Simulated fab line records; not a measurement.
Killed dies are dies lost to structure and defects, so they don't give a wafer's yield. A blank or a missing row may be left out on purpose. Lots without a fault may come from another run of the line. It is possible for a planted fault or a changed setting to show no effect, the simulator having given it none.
Which of the tools did it? | flow n5Finfet | 33 wafers from 11 lots sampled at 3 of the route's 1938 steps

== WHAT THE GAUGES SHOWED, per wafer ==
N5_PASSIVATION_OVL_MEAS_66.
lot  | measured     | on         | PASS_OPEN_OVL (nm)
L349 | day 11 10:08 | overlay-01 | -6 -5 -8
L351 | day 11 17:55 | overlay-02 | 10 8 6
L352 | day 12 21:51 | overlay-02 | -7 -3 -1
L353 | day 13 16:25 | overlay-01 | -4 -2 -5
L354 | day 13 01:25 | overlay-02 | 0 2 4
L357 | day 13 15:27 | overlay-01 | -4 -3 -2
L362 | day 15 08:48 | overlay-02 | 1 1 1
L364 | day 15 21:23 | overlay-01 | 0 13 -3
L368 | day 16 19:16 | overlay-02 | -9 -2 -7
L369 | day 16 22:49 | overlay-02 | -3 2 1
L370 | day 16 22:59 | overlay-01 | -9 0 4

== TOOL THAT RAN EACH LOT (tool first, then ch and the chambers of the sampled wafers, then the start) ==
lot  | N5_MOL_CONTACT_COAG_PRE_CLEAN_141 | N5_MIM_BOT_ETCH_STRIP_01
L349 | pvdSputter-03, day 4 19:43        | rieDiel-06 ch 0,1,3, day 11 03:47
L351 | pvdSputter-01, day 5 07:38        | rieDiel-05 ch 1,3, day 11 13:13
L352 | pvdSputter-03, day 5 14:10        | rieDiel-03 ch 0,1,2, day 12 17:04
L353 | pvdSputter-03, day 5 20:40        | rieDiel-06 ch 2,3, day 13 09:07
L354 | pvdSputter-03, day 6 04:37        | rieDiel-03 ch 0,1,3, day 12 20:31
L357 | pvdSputter-03, day 6 20:47        | rieDiel-05 ch 0,1,3, day 13 09:00
L362 | pvdSputter-03, day 8 03:20        | rieDiel-03 ch 1,2,3, day 15 01:14
L364 | pvdSputter-01, day 8 15:21        | rieDiel-03 ch 0,1, day 15 16:14
L368 | pvdSputter-03, day 9 12:04        | rieDiel-03 ch 0,1, day 16 12:56
L369 | pvdSputter-03, day 10 00:00       | rieDiel-03 ch 0,1,2, day 16 17:56
L370 | pvdSputter-02, day 10 00:46       | rieDiel-06 ch 0,1,2, day 16 18:22
- N5_MOL_CONTACT_COAG_PRE_CLEAN_141: time 60 s.
- N5_MIM_BOT_ETCH_STRIP_01: strips in O2.

== AS READ BY THE TOOLS THEMSELVES (means over the sampled wafers that have a number; for cases with no such wafer, the mark the record gives instead) ==
N5_MOL_CONTACT_COAG_PRE_CLEAN_141.
lot  | tool          | heaterPowerW (W)
L349 | pvdSputter-03 | 503
L351 | pvdSputter-01 | 546
L352 | pvdSputter-03 | 453
L353 | pvdSputter-03 | 488
L354 | pvdSputter-03 | 501
L357 | pvdSputter-03 | 431
L362 | pvdSputter-03 | 395
L364 | pvdSputter-01 | 572
L368 | pvdSputter-03 | 488
L369 | pvdSputter-03 | 471
L370 | pvdSputter-02 | 547

N5_MIM_BOT_ETCH_STRIP_01.
lot  | tool       | chamberPressureMTorr (mTorr) | drypumpMotorCurrentA (A) | oesProductAu (a.u.) | rfVppV (V) | showerheadPlenumPTorr (Torr) | throttleValvePct (%)
L349 | rieDiel-06 | 30.01                        | 5.6                      | 0.81                | 2.4        | 2.08                         | 16.59
L351 | rieDiel-05 | 30.04                        | 5.2                      | 0.80                | 3.5        | 2.05                         | 16.74
L352 | rieDiel-03 | 29.98                        | 5.9                      | 0.79                | 3.0        | 2.06                         | 16.84
L353 | rieDiel-06 | 29.99                        | 6.2                      | 0.75                | 5.0        | 2.06                         | 16.63
L354 | rieDiel-03 | 30.04                        | 5.6                      | 0.83                | 3.6        | 2.07                         | 16.74
L357 | rieDiel-05 | 29.97                        | 5.4                      | 0.74                | 5.1        | 2.06                         | 16.81
L362 | rieDiel-03 | 30.04                        | 5.7                      | 0.78                | 3.3        | 2.05                         | 16.78
L364 | rieDiel-03 | 30.02                        | 5.6                      | 0.82                | 4.2        | 2.11                         | 16.83
L368 | rieDiel-03 | 30.06                        | 5.6                      | 0.81                | 2.9        | 2.10                         | 16.86
L369 | rieDiel-03 | 30.00                        | 5.9                      | 0.75                | 3.1        | 2.05                         | 16.91
L370 | rieDiel-06 | 29.95                        | 5.4                      | 0.80                | 2.5        | 2.15                         | 16.58

== THE ANSWER, worked out from the rows above alone ==
Rule: what is usual is taken from the lots themselves. Put in order of their means at a reading, lots are off if they are a third of the lots or fewer, leave a main group of 4 or more, and stand apart from it by a gap of 3 or more times the standard deviation of the main group's means; of several such gaps the widest counts. The tables above print the reading to a certain number of digits; a main group whose means all agree to those digits is not used. Also off: a lot with no number at a reading for which 4 or more lots have one. All remaining lots with rows at the step are treated as sound. Order of review: gauges by route order, followed by the tools' own readings, for which a lot's mean as printed above is used. At the first step where some lot is off, the reading lying furthest off is the one used; lots without a number count as furthest.
No lot is off at any reading shown: from this, nothing can be told.

== WHAT THE SIMULATOR HAD PUT IN ==
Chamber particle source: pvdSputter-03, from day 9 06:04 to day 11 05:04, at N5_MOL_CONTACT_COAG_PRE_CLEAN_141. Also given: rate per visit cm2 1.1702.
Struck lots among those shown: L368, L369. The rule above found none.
